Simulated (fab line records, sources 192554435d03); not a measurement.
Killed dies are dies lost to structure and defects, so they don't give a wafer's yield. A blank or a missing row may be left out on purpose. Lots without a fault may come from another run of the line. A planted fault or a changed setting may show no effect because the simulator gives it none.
Chamber matching | flow n5_finfet | N5_SDB_ETCH_18 on rie_diel-01: 4 sister chambers
The step etches SOC in N2/H2, target depth 100 nm, overetch 20 nm, time 150 s. 14 wafers are shown with their chamber, then 7 later ones without.

WAFERS WITH THEIR CHAMBER
wafer  | chamber | throttle_valve_pct (%) | drypump_motor_current_A (A) | showerhead_plenum_p_Torr (Torr)
L074.2 | 2       | 17.18                  | 6.4                         | 2.58
L074.4 | 0       | 17.84                  | 4.9                         | 2.48
L074.6 | 2       | 17.18                  | 6.4                         | 2.58
L078.1 | 3       | 18.03                  | 5.2                         | 2.53
L078.3 | 2       | 17.18                  | 6.5                         | 2.58
L078.4 | 0       | 17.84                  | 4.9                         | 2.47
L079.1 | 3       | 18.04                  | 5.3                         | 2.53
L079.3 | 0       | 17.85                  | 4.9                         | 2.47
L079.4 | 2       | 17.20                  | 6.5                         | 2.58
L081.3 | 2       | 17.20                  | 6.5                         | 2.58
L081.5 | 1       | 17.76                  | 5.1                         | 2.55
L081.6 | 2       | 17.21                  | 6.4                         | 2.58
L086.1 | 3       | 18.09                  | 5.3                         | 2.52
L086.3 | 1       | 17.76                  | 5.1                         | 2.55

SIGNATURES (means of the wafers above)
reading                  | chamber 0 | chamber 1 | chamber 2 | chamber 3 | scatter within a chamber
throttle_valve_pct       | 17.8433   | 17.7600   | 17.1917   | 18.0533   | 0.0174
drypump_motor_current_A  | 4.900     | 5.100     | 6.450     | 5.267     | 0.0465
showerhead_plenum_p_Torr | 2.4733    | 2.5500    | 2.5800    | 2.5267    | 0.00365
Rule: a wafer's distance from a chamber is the root of the sum, over the readings, of the square of ((its reading less the chamber's mean) divided by the reading's scatter). The wafer belongs to the nearest chamber; if the next one is less than 2 further off, it can't be placed. The scatter: the root of (the sum of the squares of (reading less its chamber's mean) over the shown wafers, divided by (wafers less chambers)).

WAFERS WITHOUT THEIR CHAMBER
wafer  | throttle_valve_pct (%) | drypump_motor_current_A (A) | showerhead_plenum_p_Torr (Torr)
L086.5 | 17.88                  | 4.9                         | 2.47
L088.2 | 18.07                  | 5.3                         | 2.52
L088.4 | 17.24                  | 6.4                         | 2.57
L088.5 | 17.23                  | 6.5                         | 2.57
L097.2 | 17.93                  | 4.9                         | 2.46
L097.3 | 17.30                  | 6.4                         | 2.56
L097.5 | 17.91                  | 4.9                         | 2.46

WHICH CHAMBER EACH WENT THROUGH
wafer  | from the rows above | in truth
L086.5 | 0                   | 0
L088.2 | 3                   | 3
L088.4 | 2                   | 2
L088.5 | 2                   | 2
L097.2 | 0                   | 0
L097.3 | 2                   | 2
L097.5 | 0                   | 0
Placed correctly: 7 of 7. Can't be placed from these rows: 0. Placed wrongly: 0.
